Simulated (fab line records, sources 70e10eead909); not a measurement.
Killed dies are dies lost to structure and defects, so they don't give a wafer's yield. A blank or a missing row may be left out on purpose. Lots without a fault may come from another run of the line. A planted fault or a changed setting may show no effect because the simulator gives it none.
fab line records | flow nand_harc
record lots=6 wafers=18 last_day=23
route steps=1159 shown A_STAIRCASE@693 END@1159
lots that met no fault: from a run of the same line without faults
start_h: hours from the record's first day to the start of the lot's first wafer shown | wait_h: hours since the lot's step before | " the same as in the row above | L1.1+2: a row that stands for several wafers | - no value, or no start given | * or withheld: withheld | < > ~ a bound
route shown NAME@n: a module of which the file shows steps, and the number in the route of the first | usual: mean/standard deviation of fault-free wafers | same: alike in all rows | chamber/n: place in a boat | sites: the reading at each site | _std_site: their standard deviation | _edge_site: outer sites' mean less inner sites' | radius_mm: how far each site lies from the wafer's centre | mask NAME#n: copy n | behind: the tool/chamber that last shaped the wafer | hold: why the lot was held/for how many hours/how that ended | device: the transistor (n, p or np) that didn't switch | end of line: the same wafers' tests at the end of the route | a step without rows: its recipe alone | killed: dies lost to structure and defects at the first sort, not the wafer's yield | map: a wafer's dies, x killed, . not, _ none there
set.NAME: the setting as run; set.NAME@STEP: as run at that earlier step | model.NAME: the simulator's own value behind a step, which no gauge read
lots at some steps of the route; a table a step, a row a wafer
services: from which hour (start_h, from the record's first day; less than 0 if before it) a tool's chamber was out of use, for how many hours, and why
## steps
# step NHARC_A_STAIRCASE_STRIP_316
# recipe o2_flow_sccm=500 ar_flow_sccm=0 bias_w=0 chemistry=O2
# step NHARC_A_STAIRCASE_STRIP_317
# recipe time_s=900 temp_c=130 chemistry=SPM
# step NHARC_A_STAIRCASE_PRECLEAN_318
# recipe time_s=* temp_c=50 bath_age_min=0 chemistry=SC1
# step NHARC_A_STAIRCASE_SRD_329
# step NHARC_A_STAIRCASE_ALD_415
# recipe target_thk_a=300 pulse_time_s=6 ald_cycles=300 temp_c=300 material=SiO2
# usual heater_power_w=470/30 precursor_pulse_height_rel=1.002/0.021
# columns lot.wafer tool chamber start_h wait_h heater_power_w precursor_pulse_height_rel
L346.3 ald_hk-01 1 277.54 0.3 462 1.018
L346.4 " 3 " " 462 0.989
L346.6 " 0 " " 432 1.010
L348.1 ald_hk-01 1 285.28 0.1 480 1.016
L348.4 " 0 " " 434 0.980
L348.6 " 2 " " 462 0.970
L356.4 ald_hk-04 3 322.46 0.5 473 0.989
L356.6 " 1 " " 531 0.998
L356.5 " 2 " " 456 0.978
L361.3 ald_hk-04 0 350.62 0.3 486 1.028
L361.1 " 2 " " 460 0.987
L361.5 " 0 " " 499 0.942
L362.2 ald_hk-01 3 351.37 1.5 454 1.007
L362.6 " 0 " " 436 1.032
L362.5 " 1 " " 462 1.003
L365.3 ald_hk-02 0 373.30 0.3 516 0.982
L365.1 " 2 " " 474 0.991
L365.6 " 3 " " 430 1.004
# step NHARC_A_STAIRCASE_ETCHBACK_416
# recipe target_depth_a=360 time_s=7.2 c4f8_flow_sccm=withheld o2_flow_sccm=8 ar_flow_sccm=withheld rf_w=600 bias_w=800 chemistry=C4F8/O2/Ar
# usual chamber_pressure_mTorr=25.000/0.021 oes_product_au=0.937/0.027 rf_vpp_V=723/3.8
# columns lot.wafer tool chamber start_h wait_h chamber_pressure_mTorr oes_product_au rf_hours_counter_h rf_vpp_V
L346.3 rie_diel-10 0 - - 24.998 0.936 41 722
L346.4 " 0 " " 25.025 0.935 - 724
L346.6 " 3 " " 25.048 0.930 - 725
L348.1 rie_diel-12 0 - - 25.012 0.919 24 726
L348.4 " 1 " " 24.998 0.927 29 716
L348.6 " 3 " " 25.000 0.916 - 727
L356.4 rie_diel-11 1 - - 25.014 0.926 34 722
L356.6 " 0 " " 24.980 0.932 - 718
L356.5 " 1 " " 24.989 0.931 - 722
L361.1 rie_diel-11 0 - - 25.002 0.993 46 715
L361.3 " 2 " " 24.988 0.996 43 724
L361.5 " 0 " " 24.988 0.993 - 716
L362.2 rie_diel-12 3 353.49 1.7 25.041 0.926 47 726
L362.6 " 0 " " 25.026 0.913 - 724
L362.5 " 1 " " 24.990 0.915 - 716
L365.3 rie_diel-11 1 - - 25.000 0.927 52 721
L365.1 " 3 " " 24.952 0.915 55 724
L365.6 " 0 " " 25.000 0.927 - 716
# step NHARC_A_STAIRCASE_STRIP_476
# recipe time_s=20 o2_flow_sccm=500 ar_flow_sccm=0 bias_w=0 chemistry=O2
# usual chamber_pressure_mTorr=60.00/0.054 drypump_motor_current_A=6.0/0.44 oes_product_au=0.998/0.0082 rf_vpp_V=57.8/0.8 showerhead_plenum_p_Torr=3.51/0.13 throttle_valve_pct=17.036/0.0088
# columns lot.wafer tool chamber start_h wait_h chamber_pressure_mTorr drypump_motor_current_A oes_product_au rf_hours_counter_h rf_vpp_V showerhead_plenum_p_Torr throttle_valve_pct
L346.3 rie_diel-10 2 279.50 0.1 59.99 5.2 1.007 35 59.8 3.61 17.046
L346.4 " 2 " " 60.00 5.2 1.006 - 58.6 3.61 17.027
L346.6 " 0 " " 59.96 5.7 1.001 - 57.0 3.52 17.043
L348.4 rie_diel-12 2 287.46 0.1 60.01 6.7 1.008 28 58.2 3.69 17.037
L348.1 " 1 " " 60.03 6.5 1.005 29 59.0 3.30 17.031
L348.6 " 2 " " 59.95 6.7 1.004 - 56.9 3.69 17.033
L356.4 rie_diel-11 1 324.23 0.1 59.99 6.1 1.000 34 57.1 3.48 17.032
L356.5 " 1 " " 59.96 6.1 0.996 - 56.3 3.48 17.030
L356.6 " 2 " " 59.98 6.1 0.998 - 57.8 3.54 17.029
L361.1 rie_diel-11 2 352.56 0.1 60.03 6.1 0.995 43 57.5 3.54 17.043
L361.3 " 0 " " 59.98 6.1 0.988 46 56.8 3.30 17.041
L361.5 " 1 " " 60.08 6.1 0.997 - 57.8 3.47 17.042
L362.2 rie_diel-12 1 353.64 0.1 59.94 6.5 1.008 54 56.3 3.28 17.047
L362.5 " 0 " " 60.00 5.9 0.992 - 56.9 3.61 17.048
L362.6 " 1 " " 60.01 6.5 1.007 - 57.6 3.28 17.033
L365.1 rie_diel-11 3 375.37 0.2 60.11 6.6 0.993 55 57.2 3.58 17.030
L365.3 " 0 " " 59.89 6.1 0.995 54 56.1 3.29 17.049
L365.6 " 2 " " 59.99 6.1 1.007 - 58.6 3.53 17.025
# step NHARC_A_STAIRCASE_DEP_417
# recipe target_thk_a=600 step_coverage_pct=20 temp_c=400 target_thk_nm=60 flow_sccm=200 rf_w=450 material=Si3N4
# step NHARC_A_STAIRCASE_WET_418
# recipe temp_c=160 target_depth_a=200 chemistry=H3PO4
# step NHARC_A_STAIRCASE_PRECLEAN_419
# recipe time_s=* temp_c=50 bath_age_min=0 chemistry=SC1
# step NHARC_A_STAIRCASE_SRD_421
# step NHARC_A_STAIRCASE_ALD_420
# recipe target_thk_a=200 pulse_time_s=6 ald_cycles=200 temp_c=300 material=SiO2
# usual heater_power_w=471/29 precursor_pulse_height_rel=1.000/0.021
# columns lot.wafer tool chamber start_h wait_h heater_power_w precursor_pulse_height_rel
L346.3 ald_hk-01 1 283.42 - 472 0.980
L346.4 " 3 " " 462 0.997
L346.6 " 1 " " 473 1.013
L348.4 ald_hk-01 1 291.41 - 470 0.981
L348.1 " 3 " " 444 1.020
L348.6 " 1 " " 482 1.000
L356.4 ald_hk-01 2 325.99 - 466 0.971
L356.5 " 1 " " 467 0.968
L356.6 " 2 " " 449 1.020
L362.2 ald_hk-02 2 356.46 - 484 1.025
L362.5 " 2 " " 479 1.003
L362.6 " 3 " " 435 0.993
L361.1 ald_hk-04 1 356.73 - 526 0.999
L361.3 " 0 " " 472 0.986
L361.5 " 2 " " 449 1.026
L365.1 ald_hk-01 2 379.91 - 451 1.028
L365.3 " 0 " " 437 1.009
L365.6 " 1 " " 478 1.034
# step NHARC_A_STAIRCASE_CVD_552
# recipe target_thk_a=400 temp_c=700 pressure_mtorr=300 material=SiNx
# step NHARC_A_STAIRCASE_DEP_151
# recipe target_thk_a=38000 temp_c=400 target_thk_nm=3800 teos_flow_sccm=200 rf_w=500 material=SiO2
# step NHARC_A_STAIRCASE_ANNEAL_320
# recipe temp_c=750 time_s=1800
# step NHARC_A_STAIRCASE_DEP_322
# recipe target_thk_a=38000 temp_c=400 target_thk_nm=3800 teos_flow_sccm=200 rf_w=500 material=SiO2
# usual heater_power_w=703/100
# columns lot.wafer tool chamber start_h wait_h heater_power_w
L346.3 pecvd-04 0 298.76 0.1 921
L346.4 " 1 " " 647
L346.6 " 2 " " 728
L348.1 pecvd-04 0 304.52 0.1 913
L348.4 " 0 " " 756
L348.6 " 1 " " 659
L356.5 pecvd-03 1 345.15 0.5 739
L356.6 " 2 " " 664
L356.4 " 0 " " 569
L362.2 pecvd-04 2 371.84 0.1 908
L362.5 " 2 " " 741
L362.6 " 1 " " 656
L361.1 pecvd-02 0 371.85 0.1 633
L361.3 " 2 " " 633
L361.5 " 1 " " 639
L365.1 pecvd-03 1 396.70 0.2 865
L365.3 " 2 " " 733
L365.6 " 2 " " 671
# step NHARC_A_STAIRCASE_ANNEAL_323
# recipe temp_c=750 time_s=1800
# step NHARC_A_STAIRCASE_DEP_325
# recipe target_thk_a=38000 temp_c=400 target_thk_nm=3800 teos_flow_sccm=200 rf_w=500 material=SiO2
# step NHARC_A_STAIRCASE_ANNEAL_326
# recipe temp_c=750 time_s=1800
# step NHARC_A_STAIRCASE_DEHYDRATE_433
# recipe temp_c=150 time_s=120
# step NHARC_A_STAIRCASE_HMDS_434
# recipe time_s=30
# step NHARC_A_STAIRCASE_COAT_435
# recipe spin_rpm=1200
# step NHARC_A_STAIRCASE_SOFTBAKE_436
# recipe temp_c=135 time_s=170
# step NHARC_A_STAIRCASE_EBR_437
# step NHARC_A_STAIRCASE_EXPOSE_438
# recipe na=0.5 dose_mj=28.97 mask_id=STAIR_REV
# step NHARC_A_STAIRCASE_PEB_439
# recipe peb_temp_c=115 peb_time_s=130
# step NHARC_A_STAIRCASE_DEVELOP_440
# recipe time_s=140
# step NHARC_A_STAIRCASE_HARDBAKE_442
# recipe temp_c=120 time_s=140
# step NHARC_A_STAIRCASE_DESCUM_443
# recipe time_s=3 o2_flow_sccm=200 ar_flow_sccm=0 bias_power_w=0 chemistry=O2
# usual chamber_pressure_mTorr=60.00/0.052 drypump_motor_current_A=6.0/0.43 oes_product_au=1.000/0.008 rf_vpp_V=57.9/0.91 showerhead_plenum_p_Torr=1.92/0.079 throttle_valve_pct=11.311/0.0085
# columns lot.wafer tool chamber start_h wait_h chamber_pressure_mTorr drypump_motor_current_A oes_product_au rf_hours_counter_h rf_vpp_V showerhead_plenum_p_Torr throttle_valve_pct
L346.4 rie_diel-11 1 315.22 - 59.99 6.1 1.003 29 57.7 1.88 11.317
L346.3 " 2 " " 60.00 6.1 1.001 29 58.8 1.92 11.309
L346.6 " 2 " " 59.97 6.1 1.002 - 57.2 1.92 11.315
L348.1 rie_diel-12 3 319.37 - 60.04 5.8 0.997 37 57.3 1.98 11.319
L348.6 " 1 " " 60.01 6.5 1.008 - 57.2 1.77 11.326
L348.4 " 3 " " 59.99 5.8 0.995 - 57.8 1.98 11.311
L356.4 rie_diel-12 1 362.30 - 59.96 6.5 0.993 58 57.1 1.77 11.309
L356.6 " 0 " " 60.10 5.9 0.995 - 57.7 1.96 11.310
L356.5 " 1 " " 60.00 6.5 0.996 - 57.2 1.77 11.305
L361.3 rie_diel-11 1 384.06 - 60.01 6.1 0.995 54 58.4 1.88 11.314
L361.1 " 2 " " 60.01 6.1 0.996 55 57.5 1.92 11.307
L361.5 " 1 " " 60.14 6.2 0.986 - 59.2 1.88 11.308
L362.2 rie_diel-11 3 384.10 - 60.14 6.5 0.989 57 57.3 1.94 11.313
L362.6 " 3 " " 60.01 6.5 1.008 - 56.1 1.95 11.310
L362.5 " 0 " " 59.89 6.1 0.999 - 58.5 1.78 11.303
L365.1 rie_diel-11 0 416.42 - 60.00 6.1 1.009 2 58.4 2.08 11.327
L365.3 " 1 " " 60.01 6.1 1.009 2 57.8 1.87 11.311
L365.6 " 0 " " 60.00 6.1 1.014 - 57.8 2.08 11.306
# step NHARC_A_STAIRCASE_ETCH_444
# recipe target_depth_a=1.02e+05 time_s=3400 c4f8_flow_sccm=20 o2_flow_sccm=10 ar_flow_sccm=withheld rf_w=600 bias_w=1000 chemistry=C4F8/O2
# step NHARC_A_STAIRCASE_STRIP_446
# recipe power_w=1500 temp_c=250 chemistry=O2
# step NHARC_A_STAIRCASE_STRIP_447
# recipe time_s=900 temp_c=130 chemistry=SPM
# step NHARC_A_STAIRCASE_PRECLEAN_448
# recipe time_s=* temp_c=50 bath_age_min=0 chemistry=SC1
# step NHARC_A_STAIRCASE_SRD_449
# step NHARC_A_STAIRCASE_CMP_450
# recipe target_thk_nm=200 material=SiO2
# step NHARC_A_STAIRCASE_CMP_152
# step NHARC_END_SORT_01
# recipe temp_c=25
# usual killed_at_array=29/11 killed_at_other=0.6/0.75 killed_at_periphery=3.1/2.1 killed_dies=32/11 killed_open=3.0/1.8 killed_short=1.8/1.3
# same gross_dies=677
# columns lot.wafer tool chamber start_h wait_h killed_at_array killed_at_other killed_at_periphery killed_dies killed_open killed_short
L348.1 prober-02 0 466.75 2.5 125 0 2 127 1 3
L348.4 prober-02 0 469.13 3.4 35 0 2 37 3 0
L348.6 prober-02 0 470.71 4.0 42 1 1 44 4 0
L356.4 prober-02 0 500.97 3.4 116 0 4 120 2 0
L356.5 prober-02 0 501.77 3.7 56 1 5 62 3 1
L356.6 prober-02 0 502.57 4.0 119 0 3 122 3 2
# killed by level:class
L348.1 A_STAIRCASE:unspecified=97 A_CHANNEL_HOLE_D1:chamber_film_flake=16 A_CONTACT:chamber_film_flake=4 A_WL_FILL:chamber_film_flake=3 A_ONON_D1:geometric_particle:short=2 P_GATE:chamber_film_flake=2 A_SGD_CUT:geometric_particle:short=1 A_BLC:geometric_particle:open=1
L348.4 A_STAIRCASE:unspecified=21 A_CHANNEL_HOLE_D1:chamber_film_flake=9 A_CONTACT:chamber_film_flake=2 P_M0:geometric_particle:open=1 P_M2:geometric_particle:open=1 A_CONTACT:geometric_particle:open=1 A_STAIRCASE:chamber_film_flake=1 A_WL_FILL:chamber_film_flake=1
L348.6 A_STAIRCASE:unspecified=24 A_CHANNEL_HOLE_D1:chamber_film_flake=10 A_CONTACT:chamber_film_flake=4 P_M2:geometric_particle:open=1 A_CHANNEL_FILL_D1:geometric_particle:open=1 A_SGD_CUT:geometric_particle:open=1 A_CONTACT:geometric_particle:open=1 THIN_TSV:chamber_film_flake=1
L356.4 A_STAIRCASE:unspecified=96 A_SLIT:chamber_film_flake=10 A_CHANNEL_HOLE_D1:chamber_film_flake=5 A_CONTACT:geometric_particle:open=2 P_M1:chamber_film_flake=2 P_STI:chamber_film_flake=1 P_CONTACT:chamber_film_flake=1 A_ZERO_WELL:chamber_film_flake=1
L356.5 A_STAIRCASE:unspecified=28 A_SLIT:chamber_film_flake=17 A_CHANNEL_HOLE_D1:chamber_film_flake=8 P_GATE:geometric_particle:open=1 P_CONTACT:geometric_particle:open=1 A_ONON_D1:geometric_particle:open=1 A_CHANNEL_FILL_D1:geometric_particle:short=1 P_ZERO_WELL:chamber_film_flake=1
L356.6 A_STAIRCASE:unspecified=94 A_CHANNEL_HOLE_D1:chamber_film_flake=8 A_SLIT:chamber_film_flake=8 P_M1:chamber_film_flake=2 A_STAIRCASE:chamber_film_flake=2 A_SOURCE_PLATE:geometric_particle:open=1 A_ONON_D1:geometric_particle:short=1 A_ONON_D1:geometric_particle:open=1
# map L348.1 (x killed, . not)
____________.____________
_________......._________
_______..........._______
______.............______
_____........xx....._____
____................x____
____...........x.....____
___...................___
___...................___
__x....................__
__.x...................__
_.x.xx.................._
_xxxxx.................._
_.xxxx.................._
_xx.x.x................._
_.xxxx.xx..............._
...xxxxxxx.x...x.........
..xxxxxxx....x.x.......xx
...xxxxxxxx..............
.xxxxxxxxx...............
.xxxxxxxxx.xx............
_xxxxxxxxx.............._
_.xxxxxxxxx............._
_.xxxxxxxx.............._
_x.xxxxxxxx...........x._
_..xxxxxxx.............._
__x.xxx.x..............__
__.........x...........__
___...................___
___...................___
____.................____
____.................____
_____..............._____
______...........x.______
_______......x...._______
_________......._________
____________.____________
# map L356.6 (x killed, . not)
____________.____________
_________......._________
_______..........._______
______..x..........______
_____..............._____
____...x.............____
____.xx..............____
___.xxx.xx...x........___
___xxxx..x.........x..___
__xxxxxxx..............__
__.xxxxxxx.............__
_.xxxxxxxx.............._
_xxxxxxxxxx............._
_.xxxxxxxxx............._
_xxxxxxxxx.x............_
_.xxxxxxxx.............._
.xxxxxxxxx.......xx......
.xxxxxxxx.........x......
...xxxx..................
..x..xxxx............x...
.........x............xxx
_....x.....x..........x._
_.....xx................_
_.....................xx_
_.........x............._
_........x..........xx.._
__..........x..........__
__.....................__
___...................___
___.......x...........___
____.................____
____.................____
_____..............._____
______.............______
_______..........._______
_________......._________
____________.____________
## services
# columns tool chamber start_h hours kind
rie_diel-11 0 255.14 - clean
rie_diel-11 1 255.14 - clean
rie_diel-11 2 255.14 - clean
rie_diel-11 3 255.14 - clean
pecvd-04 0 261.68 21.4 repair
rie_diel-12 0 264.66 8.8 repair
rie_diel-12 3 265.34 5.5 repair
rie_diel-10 1 273.55 9.4 repair
rie_diel-11 0 279.64 - clean
rie_diel-11 1 279.64 - clean
pecvd-04 - 279.70 0.6 repair
ald_hk-02 - 283.32 10.0 pm
pecvd-03 - 292.43 13.0 pm
rie_diel-12 3 307.51 4.4 repair
ald_hk-01 - 318.75 0.8 repair
rie_diel-12 3 331.57 3.6 repair
pecvd-02 - 334.44 13.0 pm
rie_diel-10 - 353.52 9.0 pm
ald_hk-04 - 359.69 0.5 repair
ald_hk-04 - 364.89 10.0 pm
pecvd-04 0 371.29 4.1 repair
pecvd-04 - 376.00 13.0 pm
rie_diel-12 - 379.62 9.0 pm
rie_diel-11 - 398.65 9.0 pm
## key
first_sign step=NHARC_END_SORT_01 reading=killed_at_array direction=up sigmas=4.9 usual=29 struck=82 wafers_moved=5
effect step=NHARC_END_SORT_01 reading=killed_dies direction=up sigmas=4.8 usual=32 struck=85 wafers_moved=5
more_kills_born_at NHARC_A_STAIRCASE_ALD_420@ald_hk-01=360
met_at NHARC_A_STAIRCASE_ALD_420
struck_wafers L348.1,L348.4,L348.6,L356.4,L356.5,L356.6
tester_left_out L348,L356
onset_between 283.42 291.41
also_fits NHARC_A_STAIRCASE_DESCUM_443:rie_diel-12
fault kind=chamber_particle_source tool=ald_hk-01 chamber=- onset_h=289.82 steps=NHARC_A_STAIRCASE_ALD_420 rate_per_visit_cm2=1.3132 end_h=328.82
# tester_left_out: of these lots the tester's yield and bins aren't shown, on N5 and GAA mostly nor the transistor test; their killed dies are dies lost to structure and defects alone, not to doping, threshold or leakage, so they don't give the yield
